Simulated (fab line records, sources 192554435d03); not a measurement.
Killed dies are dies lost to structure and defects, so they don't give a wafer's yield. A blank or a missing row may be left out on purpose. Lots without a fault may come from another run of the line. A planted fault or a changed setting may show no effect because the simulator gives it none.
fab line records | flow n5_finfet
record lots=24 wafers=72 last_day=18
route steps=1938 shown WELL_APT@55 PMOS_HMC_CHANNEL_EPI@70 FIN_SAQP@99
lots that met no fault: from a run of the same line without faults
start_h: hours from the record's first day to the start of the lot's first wafer shown | wait_h: hours since the lot's step before | " the same as in the row above | L1.1+2: a row that stands for several wafers | - no value, or no start given | * or withheld: withheld | < > ~ a bound
route shown NAME@n: a module of which the file shows steps, and the number in the route of the first | usual: mean/standard deviation of fault-free wafers | same: alike in all rows | chamber/n: place in a boat | sites: the reading at each site | _std_site: their standard deviation | _edge_site: outer sites' mean less inner sites' | radius_mm: how far each site lies from the wafer's centre | mask NAME#n: copy n | behind: the tool/chamber that last shaped the wafer | hold: why the lot was held/for how many hours/how that ended | device: the transistor (n, p or np) that didn't switch | end of line: the same wafers' tests at the end of the route | a step without rows: its recipe alone | killed: dies lost to structure and defects at the first sort, not the wafer's yield | map: a wafer's dies, x killed, . not, _ none there
set.NAME: the setting as run; set.NAME@STEP: as run at that earlier step | model.NAME: the simulator's own value behind a step, which no gauge read
steps of the route over a sample of lots; a table a step, a row a wafer
services: from which hour (start_h, from the record's first day; less than 0 if before it) a tool's chamber was out of use, for how many hours, and why
## steps
# step N5_WELL_APT_EPI_41
# recipe material=Si target_thk_a=500 temp_c=650 precursor=SiH4/H2 pressure_torr=20 time_s=297.7
# usual throttle_valve_pct=11.5/0.58
# columns lot.wafer tool chamber start_h wait_h throttle_valve_pct
L074.2 epi_rpcvd-01 0 17.25 0.1 12.1
L074.3 " 0 " " 12.1
L074.4 " 0 " " 11.8
L075.1 epi_rpcvd-03 0 22.39 0.0 11.2
L075.2 " 0 " " 11.1
L075.5 " 0 " " 10.7
L076.2 epi_rpcvd-04 0 28.11 0.1 12.0
L076.4 " 0 " " 11.8
L076.5 " 0 " " 12.1
L077.3 epi_rpcvd-04 0 35.10 0.2 11.7
L077.5 " 0 " " 12.3
L077.6 " 0 " " 12.0
L078.1 epi_rpcvd-03 0 40.94 0.0 11.0
L078.4 " 0 " " 10.8
L078.5 " 0 " " 10.9
L079.1 epi_rpcvd-04 0 46.22 0.0 12.0
L079.3 " 0 " " 11.9
L079.5 " 0 " " 12.0
L080.2 epi_rpcvd-04 0 52.17 0.1 12.0
L080.5 " 0 " " 12.1
L080.6 " 0 " " 11.9
L081.1 epi_rpcvd-03 0 58.41 0.0 11.1
L081.2 " 0 " " 11.0
L081.3 " 0 " " 10.7
L082.1 epi_rpcvd-04 0 64.46 0.0 12.2
L082.3 " 0 " " 12.0
L082.5 " 0 " " 12.1
L083.2 epi_rpcvd-04 0 70.38 0.2 12.0
L083.5 " 0 " " 11.8
L083.6 " 0 " " 12.0
L084.1 epi_rpcvd-04 0 76.36 0.0 12.0
L084.3 " 0 " " 11.8
L084.6 " 0 " " 12.3
L085.2 epi_rpcvd-03 0 82.19 0.1 10.6
L085.5 " 0 " " 10.7
L085.6 " 0 " " 11.1
L086.3 epi_rpcvd-01 0 88.22 0.2 11.9
L086.4 " 0 " " 12.2
L086.5 " 0 " " 11.9
L087.1 epi_rpcvd-04 0 94.93 0.0 12.3
L087.4 " 0 " " 12.2
L087.5 " 0 " " 11.8
L088.2 epi_rpcvd-03 0 100.05 0.1 10.9
L088.3 " 0 " " 11.1
L088.5 " 0 " " 10.8
L089.1 epi_rpcvd-04 0 106.05 0.0 11.9
L089.2 " 0 " " 11.8
L089.4 " 0 " " 12.1
L090.1 epi_rpcvd-04 0 112.26 0.0 11.9
L090.2 " 0 " " 12.0
L090.3 " 0 " " 12.1
L091.3 epi_rpcvd-03 0 118.68 0.2 11.1
L091.4 " 0 " " 10.8
L091.6 " 0 " " 10.7
L092.4 epi_rpcvd-03 0 124.73 0.3 10.7
L092.5 " 0 " " 10.7
L092.6 " 0 " " 10.8
L093.1 epi_rpcvd-03 0 130.48 0.3 11.0
L093.4 " 0 " " 10.8
L093.6 " 0 " " 11.1
L094.1 epi_rpcvd-04 0 136.91 0.0 11.9
L094.2 " 0 " " 12.2
L094.3 " 0 " " 11.9
L095.1 epi_rpcvd-03 0 142.80 0.0 10.8
L095.2 " 0 " " 11.0
L095.3 " 0 " " 10.8
L096.1 epi_rpcvd-04 0 148.02 0.0 11.8
L096.3 " 0 " " 12.0
L096.4 " 0 " " 11.9
L097.1 epi_rpcvd-03 0 154.10 0.0 10.9
L097.3 " 0 " " 10.8
L097.6 " 0 " " 11.1
# step N5_PMOS_HMC_CHANNEL_EPI_HM_OPEN_15
# recipe chemistry=CHF3/O2 target=SiO2 mask_material=CAR-ArF-block target_depth_a=406 CHF3_flow_sccm=50 O2_flow_sccm=5 Ar_flow_sccm=200 time_s=20.3 pressure_mtorr=30 source_w=650 bias_w=170 ion_energy_ev=200
# usual bias_w=170.0/0.51 drypump_motor_current_A=5.7/0.44 oes_product_au=0.83/0.097 rf_vpp_V=522/5.1 showerhead_plenum_p_Torr=2.43/0.09 throttle_valve_pct=18.86/0.24
# columns lot.wafer tool chamber start_h wait_h bias_w drypump_motor_current_A oes_product_au rf_hours_counter_h rf_vpp_V showerhead_plenum_p_Torr throttle_valve_pct
L074.2 rie_diel-05 3 18.39 0.0 170.4 5.4 0.73 179 519 2.41 18.78
L074.3 " 1 " " 170.2 5.3 0.96 9 522 2.57 18.59
L074.4 " 2 " " 170.0 5.4 0.94 - 528 2.55 18.64
L075.1 rie_diel-04 0 23.65 0.0 169.2 6.3 0.78 129 522 2.41 18.72
L075.2 " 3 " " 169.9 6.0 0.78 119 513 2.32 18.76
L075.5 " 0 " " 169.1 6.3 0.77 - 523 2.41 18.74
L076.2 rie_diel-05 0 29.13 0.0 170.4 6.3 1.00 1 525 2.37 19.03
L076.4 " 1 " " 170.3 5.3 0.96 12 522 2.56 18.61
L076.5 " 1 " " 170.2 5.3 0.96 - 522 2.56 18.62
L077.3 rie_diel-05 0 36.20 0.0 171.0 6.3 0.99 4 525 2.37 19.01
L077.5 " 1 " " 170.1 5.3 0.96 - 522 2.56 18.62
L077.6 " 2 " " 169.8 5.4 0.93 - 529 2.55 18.69
L078.1 rie_diel-04 2 42.18 0.0 169.8 4.8 0.76 137 522 2.51 18.66
L078.4 " 0 " " 170.4 6.3 0.76 135 522 2.41 18.75
L078.5 " 0 " " 169.6 6.3 0.77 - 520 2.41 18.73
L079.1 rie_diel-03 3 47.34 0.0 170.7 6.0 0.67 263 514 2.28 19.41
L079.3 " 0 " " 170.5 5.4 0.81 101 528 2.43 19.00
L079.5 " 0 " " 169.8 5.4 0.80 - 528 2.43 19.00
L080.2 rie_diel-05 3 53.20 0.0 169.5 5.3 0.73 189 519 2.40 18.78
L080.5 " 2 " " 169.1 5.4 0.93 - 529 2.55 18.67
L080.6 " 3 " " 169.2 5.3 0.73 - 518 2.40 18.78
L081.1 rie_diel-05 0 59.81 0.0 170.1 6.3 0.94 12 524 2.37 19.03
L081.2 " 3 " " 170.1 5.3 0.73 192 520 2.40 18.79
L081.3 " 2 " " 170.5 5.4 0.92 30 528 2.55 18.68
L082.1 rie_diel-03 0 65.58 0.0 170.4 5.4 0.80 106 526 2.43 19.01
L082.3 " 3 " " 170.0 6.1 0.67 268 515 2.28 19.42
L082.5 " 0 " " 170.4 5.4 0.80 - 528 2.43 19.01
L083.2 rie_diel-05 0 71.96 0.0 169.9 6.3 0.93 16 525 2.37 19.03
L083.5 " 1 " " 170.6 5.3 0.93 - 521 2.56 18.61
L083.6 " 0 " " 169.7 6.3 0.93 - 524 2.37 19.05
L084.1 rie_diel-05 0 77.50 0.0 169.7 6.2 0.94 18 524 2.37 19.03
L084.3 " 3 " " 169.6 5.3 0.72 199 519 2.40 18.80
L084.6 " 3 " " 170.0 5.3 0.72 - 518 2.40 18.81
L085.2 rie_diel-03 2 83.22 0.0 169.7 6.2 0.89 36 526 2.45 18.62
L085.5 " 2 " " 170.0 6.2 0.90 - 525 2.45 18.62
L085.6 " 0 " " 169.5 5.4 0.79 - 526 2.43 19.02
L086.3 rie_diel-03 2 89.28 0.0 169.3 6.2 0.89 39 524 2.45 18.61
L086.4 " 0 " " 170.3 5.4 0.78 - 527 2.43 19.01
L086.5 " 2 " " 170.1 6.2 0.90 - 526 2.45 18.64
L087.1 rie_diel-04 2 96.26 0.0 169.3 4.8 0.75 155 521 2.51 18.67
L087.4 " 3 " " 170.0 6.0 0.77 141 512 2.31 18.79
L087.5 " 0 " " 169.6 6.3 0.76 - 521 2.41 18.78
L088.2 rie_diel-03 3 101.07 0.0 170.5 6.1 0.66 280 514 2.28 19.45
L088.3 " 0 " " 170.4 5.4 0.78 123 527 2.42 19.03
L088.5 " 2 " " 170.3 6.2 0.86 - 524 2.45 18.65
L089.1 rie_diel-05 3 107.17 0.0 169.8 5.3 0.72 206 519 2.39 18.80
L089.2 " 1 " " 169.4 5.3 0.92 31 522 2.56 18.63
L089.4 " 0 " " 170.3 6.3 0.91 24 525 2.36 19.07
L090.1 rie_diel-03 3 113.70 0.0 169.8 6.1 0.66 285 514 2.27 19.45
L090.2 " 0 " " 170.3 5.4 0.78 127 526 2.42 19.04
L090.3 " 2 " " 170.0 6.2 0.87 49 525 2.45 18.65
L091.3 rie_diel-05 0 120.48 0.0 170.2 6.3 0.90 29 525 2.36 19.06
L091.4 " 3 " " 170.5 5.3 0.71 211 519 2.39 18.82
L091.6 " 2 " " 169.7 5.4 0.89 - 526 2.54 18.71
L092.4 rie_diel-05 3 125.67 0.0 169.5 5.3 0.71 213 519 2.39 18.82
L092.5 " 3 " " 169.6 5.3 0.70 - 519 2.39 18.82
L092.6 " 2 " " 170.4 5.4 0.88 - 526 2.54 18.72
L093.1 rie_diel-04 0 131.61 0.0 170.2 6.3 0.74 162 522 2.40 18.79
L093.4 " 1 " " 169.7 5.4 0.88 36 510 2.36 19.18
L093.6 " 2 " " 170.3 4.8 0.74 - 521 2.50 18.69
L094.1 rie_diel-04 0 138.97 0.0 170.1 6.3 0.74 164 521 2.40 18.79
L094.2 " 3 " " 169.7 6.0 0.75 155 511 2.31 18.81
L094.3 " 2 " " 170.8 4.8 0.74 169 522 2.50 18.70
L095.1 rie_diel-05 3 143.92 0.0 168.8 5.3 0.71 219 519 2.39 18.84
L095.2 " 2 " " 169.2 5.4 0.88 57 526 2.54 18.73
L095.3 " 1 " " 170.7 5.3 0.90 44 522 2.55 18.66
L096.1 rie_diel-05 2 149.35 0.0 171.2 5.4 0.87 59 527 2.54 18.74
L096.3 " 3 " " 170.3 5.4 0.71 221 520 2.39 18.84
L096.4 " 1 " " 169.7 5.4 0.89 46 522 2.55 18.67
L097.1 rie_diel-03 1 155.21 0.0 170.7 6.0 0.73 180 513 2.30 18.88
L097.3 " 2 " " 170.0 6.2 0.85 63 524 2.44 18.67
L097.6 " 3 " " 169.7 6.1 0.96 - 524 2.57 18.98
# step N5_PMOS_HMC_CHANNEL_EPI_INSPECT_30
# recipe inspect_instrument=darkfield mode=post_epi
# usual raw_defect_count=19/6.6
# columns lot.wafer tool chamber start_h wait_h raw_defect_count
L074.2 defect_inspect-02 - 21.20 0.0 26
L074.3 " - " " 27
L074.4 " - " " 29
L075.1 defect_inspect-01 - 26.31 0.0 15
L075.2 " - " " 29
L075.5 " - " " 22
L076.2 defect_inspect-01 - 31.79 0.0 15
L076.4 " - " " 18
L076.5 " - " " 18
L077.3 defect_inspect-01 - 38.86 0.0 39
L077.5 " - " " 20
L077.6 " - " " 29
L078.1 defect_inspect-02 - 44.84 0.0 11
L078.4 " - " " 23
L078.5 " - " " 16
L079.1 defect_inspect-02 - 50.06 0.0 28
L079.3 " - " " 26
L079.5 " - " " 37
L080.2 defect_inspect-02 - 55.86 0.0 18
L080.5 " - " " 10
L080.6 " - " " 9
L081.1 defect_inspect-01 - 62.50 0.0 15
L081.2 " - " " 19
L081.3 " - " " 17
L082.1 defect_inspect-02 - 68.26 0.0 26
L082.3 " - " " 22
L082.5 " - " " 21
L083.2 defect_inspect-02 - 75.02 0.0 24
L083.5 " - " " 15
L083.6 " - " " 21
L084.1 defect_inspect-02 - 80.16 0.0 10
L084.3 " - " " 21
L084.6 " - " " 23
L085.2 defect_inspect-02 - 85.98 0.0 15
L085.5 " - " " 16
L085.6 " - " " 18
L086.3 defect_inspect-02 - 91.96 0.0 14
L086.4 " - " " 27
L086.5 " - " " 29
L087.1 defect_inspect-02 - 99.02 0.0 14
L087.4 " - " " 19
L087.5 " - " " 22
L088.2 defect_inspect-01 - 103.74 0.0 19
L088.3 " - " " 23
L088.5 " - " " 21
L089.1 defect_inspect-01 - 109.83 0.0 23
L089.2 " - " " 29
L089.4 " - " " 16
L090.1 defect_inspect-02 - 116.44 0.0 22
L090.2 " - " " 8
L090.3 " - " " 14
L091.3 defect_inspect-02 - 123.15 0.0 14
L091.4 " - " " 16
L091.6 " - " " 22
L092.4 defect_inspect-01 - 128.33 0.0 21
L092.5 " - " " 23
L092.6 " - " " 16
L093.1 defect_inspect-01 - 134.94 0.0 10
L093.4 " - " " 16
L093.6 " - " " 15
L094.1 defect_inspect-01 - 141.66 0.0 19
L094.2 " - " " 12
L094.3 " - " " 19
L095.1 defect_inspect-01 - 146.58 0.0 13
L095.2 " - " " 13
L095.3 " - " " 11
L096.1 defect_inspect-01 - 152.03 0.0 25
L096.3 " - " " 29
L096.4 " - " " 26
L097.1 defect_inspect-02 - 157.88 0.0 13
L097.3 " - " " 18
L097.6 " - " " 18
# step N5_FIN_SAQP_PECVD_48
# recipe material=SiNx target_thk_a=250 temp_c=400 precursor=SiH4/NH3/N2 pressure_torr=1.5 rf_w=300 time_s=22.1
# usual heater_power_outer_w=470/74 heater_power_w=773/96 showerhead_plenum_p_Torr=5.11/0.054 showerhead_vpp_V=1072/46 throttle_valve_pct=39.3/2.5
# columns lot.wafer tool chamber start_h wait_h heater_power_outer_w heater_power_w showerhead_plenum_p_Torr showerhead_vpp_V throttle_valve_pct
L074.2 pecvd-02 1 21.91 0.0 490 744 5.23 1132 42.3
L074.3 " 2 " " 377 636 5.04 1051 41.1
L074.4 " 2 " " 370 640 5.06 1030 41.2
L075.1 pecvd-04 0 27.13 0.0 428 708 5.08 1032 38.5
L075.2 " 1 " " 516 862 5.10 1066 37.4
L075.5 " 0 " " 423 716 5.07 1020 38.2
L076.2 pecvd-02 1 32.63 0.0 404 619 5.22 1132 42.2
L076.4 " 2 " " 358 637 5.06 1036 40.8
L076.5 " 1 " " 398 624 5.23 1140 42.2
L077.3 pecvd-04 0 39.79 0.0 377 674 5.09 1017 38.2
L077.5 " 2 " " 629 967 5.10 1047 36.4
L077.6 " 0 " " 394 650 5.09 1004 38.2
L078.1 pecvd-04 0 45.55 0.0 352 623 5.09 1015 38.2
L078.4 " 0 " " 363 643 5.09 1014 38.3
L078.5 " 1 " " 443 773 5.10 1052 37.6
L079.1 pecvd-02 1 50.79 0.0 400 638 5.23 1144 42.2
L079.3 " 2 " " 410 697 5.06 1043 41.2
L079.5 " 2 " " 402 692 5.06 1035 41.2
L080.2 pecvd-04 1 56.57 0.0 472 827 5.10 1064 37.4
L080.5 " 0 " " 388 670 5.10 1018 38.3
L080.6 " 1 " " 476 811 5.10 1057 37.5
L081.1 pecvd-03 0 64.73 0.0 452 793 5.18 1066 40.7
L081.2 " 2 " " 451 834 5.05 1021 37.2
L081.3 " 1 " " 478 734 5.18 1138 43.8
L082.1 pecvd-04 0 68.97 0.0 361 632 5.09 1022 38.6
L082.3 " 2 " " 541 843 5.10 1051 36.6
L082.5 " 0 " " 367 623 5.08 996 38.3
L083.2 pecvd-04 1 75.73 0.0 544 911 5.10 1068 37.2
L083.5 " 1 " " 549 924 5.09 1054 37.4
L083.6 " 0 " " 388 659 5.08 1017 38.4
L084.1 pecvd-04 0 81.11 0.0 385 663 5.07 1017 38.6
L084.3 " 2 " " 631 972 5.11 1060 36.9
L084.6 " 1 " " 548 873 5.11 1069 37.6
L085.2 pecvd-04 1 87.03 0.0 540 895 5.09 1083 37.2
L085.5 " 2 " " 518 790 5.11 1054 36.8
L085.6 " 0 " " 409 688 5.09 1006 38.5
L086.3 pecvd-03 2 93.54 0.0 434 754 5.06 1035 36.7
L086.4 " 1 " " 510 761 5.18 1132 43.8
L086.5 " 1 " " 507 779 5.17 1161 43.8
L087.1 pecvd-03 2 100.14 0.0 389 715 5.08 1017 36.9
L087.4 " 1 " " 525 786 5.17 1146 43.8
L087.5 " 0 " " 551 942 5.17 1094 40.9
L088.2 pecvd-03 2 104.66 0.0 418 778 5.08 1038 37.0
L088.3 " 1 " " 495 732 5.18 1161 44.0
L088.5 " 2 " " 438 775 5.06 1049 37.0
L089.1 pecvd-02 2 110.79 0.0 417 704 5.07 1045 41.2
L089.2 " 0 " " 537 820 5.03 1108 39.8
L089.4 " 2 " " 428 706 5.06 1050 40.8
L090.1 pecvd-03 0 117.15 0.0 497 843 5.17 1073 41.2
L090.2 " 1 " " 426 662 5.18 1158 43.6
L090.3 " 2 " " 354 691 5.07 1038 37.1
L091.3 pecvd-04 2 123.88 0.0 612 931 5.11 1060 37.0
L091.4 " 1 " " 541 915 5.09 1089 37.3
L091.6 " 0 " " 375 642 5.08 1032 38.3
L092.4 pecvd-03 1 129.26 0.0 465 717 5.17 1152 43.6
L092.5 " 0 " " 437 791 5.19 1072 41.1
L092.6 " 2 " " 431 762 5.08 1038 37.1
L093.1 pecvd-03 2 135.89 0.0 399 749 5.07 1031 36.8
L093.4 " 2 " " 388 745 5.07 1031 37.3
L093.6 " 1 " " 508 763 5.17 1149 44.1
L094.1 pecvd-04 0 142.61 0.0 345 615 5.08 1028 38.6
L094.2 " 1 " " 442 763 5.09 1066 37.4
L094.3 " 2 " " 599 930 5.09 1060 36.9
L095.1 pecvd-02 2 147.65 0.0 415 697 5.05 1030 41.0
L095.2 " 0 " " 525 816 5.04 1130 39.8
L095.3 " 1 " " 481 744 5.22 1128 42.5
L096.1 pecvd-04 1 152.93 0.0 513 865 5.09 1072 37.4
L096.3 " 2 " " 539 849 5.10 1062 36.8
L096.4 " 0 " " 396 662 5.08 1035 38.3
L097.1 pecvd-03 2 158.63 0.0 431 791 5.06 1025 37.0
L097.3 " 1 " " 425 687 5.16 1157 44.2
L097.6 " 1 " " 424 664 5.18 1161 43.9
# step N5_FIN_SAQP_THK_MEAS_07
# usual thk_nm=60.0/0.84
# columns lot.wafer tool chamber start_h wait_h thk_nm
L074.2 film_metro-01 - 22.04 0.1 60.2
L074.3 " - " " 60.0
L074.4 " - " " 60.6
L075.1 film_metro-01 - 27.26 0.1 59.3
L075.2 " - " " 60.1
L075.5 " - " " 60.5
L076.2 film_metro-01 - 32.76 0.1 60.4
L076.4 " - " " 61.1
L076.5 " - " " 61.2
L077.3 film_metro-01 - 39.92 0.1 59.8
L077.5 " - " " 60.5
L077.6 " - " " 60.5
L078.1 film_metro-01 - 45.68 0.1 59.5
L078.4 " - " " 60.3
L078.5 " - " " 60.6
L079.1 film_metro-01 - 50.97 0.1 59.4
L079.3 " - " " 61.0
L079.5 " - " " 60.9
L080.2 film_metro-01 - 56.70 0.1 58.7
L080.5 " - " " 60.7
L080.6 " - " " 60.2
L081.1 film_metro-01 - 64.85 0.1 60.8
L081.2 " - " " 59.7
L081.3 " - " " 60.5
L082.1 film_metro-02 - 69.10 0.1 58.9
L082.3 " - " " 59.2
L082.5 " - " " 59.0
L083.2 film_metro-02 - 75.86 0.1 59.4
L083.5 " - " " 60.3
L083.6 " - " " 60.5
L084.1 film_metro-02 - 81.24 0.1 59.3
L084.3 " - " " 59.6
L084.6 " - " " 59.1
L085.2 film_metro-01 - 87.16 0.1 59.0
L085.5 " - " " 60.4
L085.6 " - " " 59.5
L086.3 film_metro-01 - 93.69 0.1 59.5
L086.4 " - " " 61.5
L086.5 " - " " 61.6
L087.1 film_metro-01 - 100.27 0.1 60.5
L087.4 " - " " 61.4
L087.5 " - " " 60.8
L088.2 film_metro-01 - 104.79 0.1 58.7
L088.3 " - " " 60.0
L088.5 " - " " 59.6
L089.1 film_metro-02 - 110.92 0.1 59.4
L089.2 " - " " 60.4
L089.4 " - " " 60.5
L090.1 film_metro-02 - 117.28 0.1 59.4
L090.2 " - " " 60.6
L090.3 " - " " 59.2
L091.3 film_metro-02 - 124.01 0.1 58.5
L091.4 " - " " 59.5
L091.6 " - " " 60.0
L092.4 film_metro-02 - 129.37 0.0 60.7
L092.5 " - " " 60.0
L092.6 " - " " 59.6
L093.1 film_metro-01 - 136.02 0.1 58.9
L093.4 " - " " 60.1
L093.6 " - " " 60.7
L094.1 film_metro-01 - 142.75 0.1 58.7
L094.2 " - " " 58.2
L094.3 " - " " 59.0
L095.1 film_metro-01 - 147.79 0.1 59.8
L095.2 " - " " 60.1
L095.3 " - " " 58.8
L096.1 film_metro-02 - 153.06 0.1 58.7
L096.3 " - " " 58.9
L096.4 " - " " 59.8
L097.1 film_metro-01 - 158.76 0.1 59.5
L097.3 " - " " 60.0
L097.6 " - " " 61.4
# step N5_FIN_SAQP_OVL_MEAS_17
# recipe points_per_wafer=44
# usual FIN_CORE_OVL=0.3/0.82
# columns lot.wafer tool chamber start_h wait_h FIN_CORE_OVL[nm]
L074.2 overlay-02 0 22.47 0.0 2.0
L074.3 " 0 " " 0.6
L074.4 " 0 " " 0.4
L075.1 overlay-02 0 27.78 0.0 -1.2
L075.2 " 0 " " -0.6
L075.5 " 0 " " -0.5
L076.2 overlay-01 0 33.16 0.0 -0.5
L076.4 " 0 " " 0.2
L076.5 " 0 " " 0.2
L077.3 overlay-01 0 40.45 0.0 0.0
L077.5 " 0 " " -0.9
L077.6 " 0 " " -0.2
L078.1 overlay-01 0 46.20 0.0 -0.8
L078.4 " 0 " " -0.2
L078.5 " 0 " " -0.8
L079.1 overlay-02 0 51.49 0.0 0.5
L079.3 " 0 " " 1.3
L079.5 " 0 " " 1.0
L080.2 overlay-01 0 57.25 0.0 0.5
L080.5 " 0 " " 1.0
L080.6 " 0 " " 1.5
L081.1 overlay-01 0 65.25 0.0 -0.2
L081.2 " 0 " " -0.2
L081.3 " 0 " " 0.9
L082.1 overlay-01 0 69.62 0.0 -0.4
L082.3 " 0 " " 0.3
L082.5 " 0 " " 1.1
L083.2 overlay-01 0 76.38 0.0 0.2
L083.5 " 0 " " 0.9
L083.6 " 0 " " 1.1
L084.1 overlay-02 0 81.64 0.0 0.4
L084.3 " 0 " " 0.1
L084.6 " 0 " " 0.3
L085.2 overlay-02 0 87.71 0.0 -0.6
L085.5 " 0 " " 0.4
L085.6 " 0 " " 1.4
L086.3 overlay-02 0 94.24 0.0 0.1
L086.4 " 0 " " 0.4
L086.5 " 0 " " -0.4
L087.1 overlay-02 0 100.67 0.0 -0.9
L087.4 " 0 " " 0.1
L087.5 " 0 " " 0.5
L088.2 overlay-02 0 105.19 0.0 -0.3
L088.3 " 0 " " -0.2
L088.5 " 0 " " -0.8
L089.1 overlay-01 0 111.44 0.0 0.0
L089.2 " 0 " " -1.3
L089.4 " 0 " " 0.8
L090.1 overlay-01 0 117.81 0.0 -0.2
L090.2 " 0 " " 1.6
L090.3 " 0 " " 0.5
L091.3 overlay-02 0 124.53 0.0 1.3
L091.4 " 0 " " 0.3
L091.6 " 0 " " 0.2
L092.4 overlay-02 0 129.90 0.0 1.5
L092.5 " 0 " " 0.5
L092.6 " 0 " " 1.2
L093.1 overlay-01 0 136.42 0.0 0.1
L093.4 " 0 " " 0.1
L093.6 " 0 " " -0.9
L094.1 overlay-02 0 143.27 0.0 1.0
L094.2 " 0 " " -0.7
L094.3 " 0 " " 0.0
L095.1 overlay-02 0 148.33 0.0 0.2
L095.2 " 0 " " 1.5
L095.3 " 0 " " 1.0
L096.1 overlay-01 0 153.59 0.0 0.4
L096.3 " 0 " " -0.4
L096.4 " 0 " " 1.2
L097.1 overlay-01 0 159.16 0.0 2.5
L097.3 " 0 " " 0.0
L097.6 " 0 " " 0.9
## services
# columns tool chamber start_h hours kind
rie_diel-05 0 -4.47 - clean
rie_diel-05 0 -4.47 - consumable_replace:focus_ring
rie_diel-05 0 -4.47 27.4 scheduled_down
rie_diel-05 0 -4.47 27.4 vent_cycle
pecvd-02 2 -4.36 5.5 repair
rie_diel-03 1 -3.01 117.5 repair
pecvd-03 1 1.56 27.8 repair
pecvd-04 - 5.51 2.6 repair
epi_rpcvd-03 - 23.58 6.0 pm
epi_rpcvd-01 - 39.00 2.8 pm
rie_diel-05 1 53.03 12.9 repair
rie_diel-03 - 57.84 2.8 pm
rie_diel-03 3 69.26 7.2 repair
pecvd-02 - 71.35 0.6 repair
pecvd-03 - 79.37 2.8 repair
rie_diel-04 - 86.96 1.0 repair
rie_diel-05 2 91.74 2.1 repair
pecvd-04 0 91.93 6.3 repair
epi_rpcvd-01 - 113.99 27.2 pm
epi_rpcvd-04 - 126.45 8.1 pm
epi_rpcvd-03 - 135.29 2.3 repair
pecvd-04 - 147.46 1.8 repair
epi_rpcvd-01 - 155.38 8.1 pm
rie_diel-04 3 158.32 14.6 repair
## key
fault none
